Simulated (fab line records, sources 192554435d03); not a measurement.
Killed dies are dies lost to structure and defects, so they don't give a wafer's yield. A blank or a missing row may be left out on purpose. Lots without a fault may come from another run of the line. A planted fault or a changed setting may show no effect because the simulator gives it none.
fab line records | flow n5_finfet
record lots=5 wafers=15 last_day=17
route steps=1938 shown BEOL_M5@1129
lots that met no fault: from a run of the same line without faults
start_h: hours from the record's first day to the start of the lot's first wafer shown | wait_h: hours since the lot's step before | " the same as in the row above | L1.1+2: a row that stands for several wafers | - no value, or no start given | * or withheld: withheld | < > ~ a bound
route shown NAME@n: a module of which the file shows steps, and the number in the route of the first | usual: mean/standard deviation of fault-free wafers | same: alike in all rows | chamber/n: place in a boat | sites: the reading at each site | _std_site: their standard deviation | _edge_site: outer sites' mean less inner sites' | radius_mm: how far each site lies from the wafer's centre | mask NAME#n: copy n | behind: the tool/chamber that last shaped the wafer | hold: why the lot was held/for how many hours/how that ended | device: the transistor (n, p or np) that didn't switch | end of line: the same wafers' tests at the end of the route | a step without rows: its recipe alone | killed: dies lost to structure and defects at the first sort, not the wafer's yield | map: a wafer's dies, x killed, . not, _ none there
set.NAME: the setting as run; set.NAME@STEP: as run at that earlier step | model.NAME: the simulator's own value behind a step, which no gauge read
lots at some steps of the route; a table a step, a row a wafer
services: from which hour (start_h, from the record's first day; less than 0 if before it) a tool's chamber was out of use, for how many hours, and why
## steps
# step N5_BEOL_M5_DESCUM_16
# recipe chemistry=O2 time_s=7 source_power_w=50 bias_power_w=20 pressure_mtorr=20 rf_frequency_hz=2.712e+07 temp_c=40 resist=CAR-EUV o2_flow_sccm=225
# step N5_BEOL_M5_ETCH_72
# recipe chemistry=N2/H2 target=underlayer target_depth_a=65 mask_material=CAR-EUV time_s=5.2 ion_energy_ev=200 pressure_mtorr=30 source_w=840 bias_w=150 n2_flow_sccm=200 h2_flow_sccm=200 ends=cleared
# step N5_BEOL_M5_ETCH_61
# recipe chemistry=CF4 target=SiARC target_depth_a=156 mask_material=CAR-EUV time_s=26 ion_energy_ev=80 pressure_mtorr=40 source_w=545 bias_w=36 Ar_flow_sccm=100 cf4_flow_sccm=100 ends=cleared
# step N5_BEOL_M5_ETCH_62
# recipe chemistry=N2/H2 target=SOC target_depth_a=750 overetch_a=150 mask_material=SiARC temp_c=40 time_s=112.5 ion_energy_ev=200 pressure_mtorr=30 source_w=840 bias_w=150 n2_flow_sccm=200 h2_flow_sccm=200
# step N5_BEOL_M5_STRIP_63
# recipe chemistry=N2/H2 temp_c=40 n2_flow_sccm=200 h2_flow_sccm=200 rf_frequency_hz=6e+07
# step N5_BEOL_M5_STRIP_73
# recipe chemistry=N2/H2 temp_c=40 n2_flow_sccm=200 h2_flow_sccm=200 rf_frequency_hz=6e+07
# step N5_BEOL_M5_STRIP_64
# recipe chemistry=CF4 resist=SiARC power_w=300 bias_power_w=75 pressure_mtorr=50 cf4_flow_sccm=150 rf_frequency_hz=6e+07
# step N5_BEOL_M5_HM_OPEN_17
# recipe chemistry=Cl2/BCl3 target_depth_a=200 overetch_a=60 target=TiN mask_material=SOC ion_energy_ev=150 pressure_mtorr=10 icp_w=1000 bias_w=126 Cl2_flow_sccm=53.25 bcl3_flow_sccm=21.75 Ar_flow_sccm=25
# step N5_BEOL_M5_STRIP_19
# recipe chemistry=O2 power_w=400 temp_c=40 pressure_mtorr=30 rf_frequency_hz=6e+07 bias_power_w=0 overash_fraction=0.2 o2_flow_sccm=225
# step N5_BEOL_M5_COAT_65
# recipe resist=SOC temp_c=250 time_s=60 spin_rpm=1500 resist_thk_nm=60
# step N5_BEOL_M5_COAT_66
# recipe resist=SiARC temp_c=220 time_s=60 spin_rpm=1500 resist_thk_nm=12
# step N5_BEOL_M5_COAT_74
# recipe resist=underlayer temp_c=205 time_s=60 spin_rpm=1500 resist_thk_nm=5
# usual spin_speed_rpm=1500.1/0.82
# columns lot.wafer tool chamber start_h wait_h spin_speed_rpm
L149.2 litho_track-02 0 166.98 - 1499.2
L149.3 " 0 " " 1500.2
L149.4 " 0 " " 1500.5
L164.2 litho_track-02 0 267.99 - 1665.5
L164.3 " 0 " " 1666.5
L164.5 " 0 " " 1666.0
L166.1 litho_track-02 0 276.81 - 1666.7
L166.2 " 0 " " 1667.7
L166.5 " 0 " " 1666.5
L167.2 litho_track-02 0 280.19 - 1665.4
L167.4 " 0 " " 1666.7
L167.5 " 0 " " 1666.3
L170.1 litho_track-01 0 294.37 - 1500.9
L170.4 " 0 " " 1500.2
L170.5 " 0 " " 1500.3
# step N5_BEOL_M5_COAT_22
# recipe resist=CAR-EUV spin_rpm=1500 resist_thk_nm=30
# step N5_BEOL_M5_EBR_24
# recipe solvent=PGMEA ebr_width_mm=1.5
# step N5_BEOL_M5_SOFTBAKE_23
# recipe temp_c=110 time_s=60 resist=CAR-EUV
# step N5_BEOL_M5_EXPOSE_25
# recipe mask_id=V4 na=0.33 source_shape=quasar sigma_inner=0.2 sigma_outer=0.6 polarization=unpolarized defocus_nm=10 dose_mj=52.75
# step N5_BEOL_M5_PEB_26
# recipe peb_temp_c=100 peb_time_s=60 resist=CAR-EUV
# step N5_BEOL_M5_DEVELOP_27
# recipe develop_time_s=30 developer=TMAH resist=CAR-EUV rinse_liquid=surfactant_rinse dry=air_spin dev_temp_c=23
# step N5_BEOL_M5_DESCUM_33
# recipe chemistry=O2 time_s=7 source_power_w=50 bias_power_w=20 pressure_mtorr=20 rf_frequency_hz=2.712e+07 temp_c=40 resist=CAR-EUV o2_flow_sccm=225
# step N5_BEOL_M5_ETCH_75
# recipe chemistry=N2/H2 target=underlayer target_depth_a=65 mask_material=CAR-EUV time_s=5.2 ion_energy_ev=200 pressure_mtorr=30 source_w=840 bias_w=150 n2_flow_sccm=200 h2_flow_sccm=200 ends=cleared
# usual drypump_motor_current_A=5.6/0.49 etch_rf_on_time_s=5.21/0.096 oes_product_au=0.67/0.074 rf_vpp_V=524.0/2.7 showerhead_plenum_p_Torr=2.55/0.085 throttle_valve_pct=17.88/0.27
# columns lot.wafer tool chamber start_h wait_h drypump_motor_current_A etch_rf_on_time_s oes_product_au rf_hours_counter_h rf_vpp_V showerhead_plenum_p_Torr throttle_valve_pct model.CAR-EUV_of_BEOL_M5_COAT_22.thk_nm model.etch.depth_nm
L149.2 rie_diel-05 3 167.41 0.0 5.4 5.23 0.63 167 526.7 2.65 17.76 20.2 4.975
L149.3 " 1 " " 5.6 5.08 0.60 245 517.3 2.40 18.21 20.4 4.985
L149.4 " 2 " " 6.0 5.24 0.58 234 522.1 2.50 18.26 20.2 4.987
L164.2 rie_diel-03 2 268.54 0.0 4.8 4.98 0.76 25 524.4 2.48 17.31 20.6 4.768
L164.3 " 1 " " 5.2 5.19 0.58 231 526.9 2.61 17.94 20.6 4.763
L164.5 " 0 " " 5.3 5.05 0.58 - 527.3 2.63 17.98 20.6 4.738
L166.1 rie_diel-05 3 277.41 0.0 5.4 4.99 0.61 200 527.0 2.63 17.78 20.6 4.744
L166.2 " 1 " " 5.6 4.78 0.77 23 528.8 2.70 17.87 20.6 4.724
L166.5 " 2 " " 6.0 4.95 0.79 - 522.6 2.49 17.89 20.6 4.724
L167.2 rie_diel-05 3 280.61 0.0 5.4 5.04 0.61 201 528.5 2.63 17.80 20.6 4.757
L167.4 " 1 " " 5.6 4.80 0.77 23 529.4 2.70 17.88 20.6 4.752
L167.5 " 2 " " 6.0 4.98 0.79 - 523.5 2.49 17.92 20.6 4.747
L170.1 rie_diel-06 2 294.80 0.0 5.7 5.36 0.60 176 521.2 2.44 18.36 20.4 5.015
L170.4 " 1 " " 5.3 5.20 0.69 96 523.6 2.57 18.02 20.2 5.014
L170.5 " 1 " " 5.4 5.25 0.70 - 524.7 2.57 18.00 20.4 5.008
# step N5_BEOL_M5_ETCH_67
# recipe chemistry=CF4 target=SiARC target_depth_a=156 mask_material=CAR-EUV time_s=26 ion_energy_ev=80 pressure_mtorr=40 source_w=545 bias_w=36 Ar_flow_sccm=100 cf4_flow_sccm=100 ends=cleared
# usual drypump_motor_current_A=5.6/0.48 etch_rf_on_time_s=26.1/0.41 mfc_ar_sccm=99.98/0.28 oes_product_au=0.67/0.074 rf_vpp_V=184.0/1.3 showerhead_plenum_p_Torr=2.15/0.066 throttle_valve_pct=15.65/0.22
# columns lot.wafer tool chamber start_h wait_h drypump_motor_current_A etch_rf_on_time_s mfc_ar_sccm oes_product_au rf_hours_counter_h rf_vpp_V showerhead_plenum_p_Torr throttle_valve_pct model.CAR-EUV_of_BEOL_M5_COAT_22.thk_nm
L149.2 rie_diel-05 3 167.43 0.0 5.4 26.2 99.86 0.64 167 184.8 2.23 15.61 11
L149.3 " 1 " " 5.6 25.9 100.12 0.59 245 183.3 2.03 16.01 11.2
L149.4 " 2 " " 6.0 26.2 99.97 0.59 234 183.0 2.11 15.93 11
L164.2 rie_diel-03 2 268.56 0.0 4.8 26.4 100.74 0.76 25 182.2 2.10 15.13 11.4
L164.3 " 1 " " 5.2 27.1 99.62 0.58 231 185.5 2.20 15.73 11.4
L164.5 " 0 " " 5.3 26.8 100.03 0.58 - 184.2 2.20 15.70 11.4
L166.1 rie_diel-05 3 277.42 0.0 5.4 26.1 99.77 0.62 200 185.1 2.22 15.71 11.4
L166.2 " 1 " " 5.6 25.3 99.74 0.76 23 186.7 2.27 15.61 11.4
L166.5 " 2 " " 6.0 25.8 100.06 0.80 - 182.1 2.10 15.51 11.4
L167.2 rie_diel-05 3 280.63 0.0 5.4 26.4 100.22 0.61 201 185.7 2.22 15.69 11.6
L167.4 " 1 " " 5.6 25.5 100.07 0.76 23 184.8 2.27 15.58 11.4
L167.5 " 2 " " 6.0 25.9 99.90 0.79 - 181.8 2.11 15.50 11.4
L170.1 rie_diel-06 2 294.81 0.0 5.7 26.6 100.06 0.61 176 181.3 2.06 16.04 11.2
L170.4 " 1 " " 5.3 26.0 99.54 0.70 96 185.9 2.17 15.71 11
L170.5 " 1 " " 5.4 26.1 99.93 0.70 - 183.8 2.17 15.71 11.2
# step N5_BEOL_M5_ETCH_68
# recipe chemistry=N2/H2 target=SOC target_depth_a=800 overetch_a=160 mask_material=SiARC temp_c=40 time_s=120 ion_energy_ev=200 pressure_mtorr=30 source_w=840 bias_w=150 n2_flow_sccm=200 h2_flow_sccm=200
## services
# columns tool chamber start_h hours kind
rie_diel-06 3 158.92 1.5 repair
rie_diel-03 2 161.17 - clean
rie_diel-03 2 161.17 - consumable_replace:focus_ring
rie_diel-03 2 161.17 17.2 scheduled_down
rie_diel-03 2 161.17 17.2 vent_cycle
rie_diel-05 1 189.36 - clean
rie_diel-05 1 189.36 - consumable_replace:focus_ring
rie_diel-05 1 189.36 - consumable_replace:showerhead
rie_diel-05 1 189.36 17.0 scheduled_down
rie_diel-05 1 189.36 17.0 vent_cycle
rie_diel-03 2 208.36 12.5 repair
rie_diel-03 3 217.87 22.0 repair
rie_diel-05 2 219.60 - clean
rie_diel-05 2 219.60 - consumable_replace:focus_ring
rie_diel-05 2 219.60 16.4 scheduled_down
rie_diel-05 2 219.60 16.4 vent_cycle
rie_diel-05 3 240.96 8.6 repair
rie_diel-05 2 283.44 5.7 repair
rie_diel-03 1 291.24 4.8 repair
## key
first_sign step=N5_BEOL_M5_COAT_74 reading=spin_speed_rpm direction=up sigmas=99+ usual=* struck=*
effect step=N5_BEOL_M5_ETCH_75 reading=etch_rf_on_time_s direction=down sigmas=2.5 usual=* struck=*
model_effect step=N5_BEOL_M5_ETCH_75 value=CAR-EUV_of_BEOL_M5_COAT_22.thk_nm without=20.29 struck=20.6
model_effect step=N5_BEOL_M5_ETCH_67 value=CAR-EUV_of_BEOL_M5_COAT_22.thk_nm without=11.11 struck=11.42
met_at N5_BEOL_M5_COAT_74
struck_wafers L164.2,L164.3,L164.5,L166.1,L166.2,L166.5,L167.2,L167.4,L167.5
onset_between 166.98 267.99
fault kind=process_parameter_drift tool=litho_track-02 chamber=- onset_h=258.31 steps=N5_BEOL_M5_COAT_74 channel=spin_rpm offset=* shape=step end_h=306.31 acts_in=* stated=*
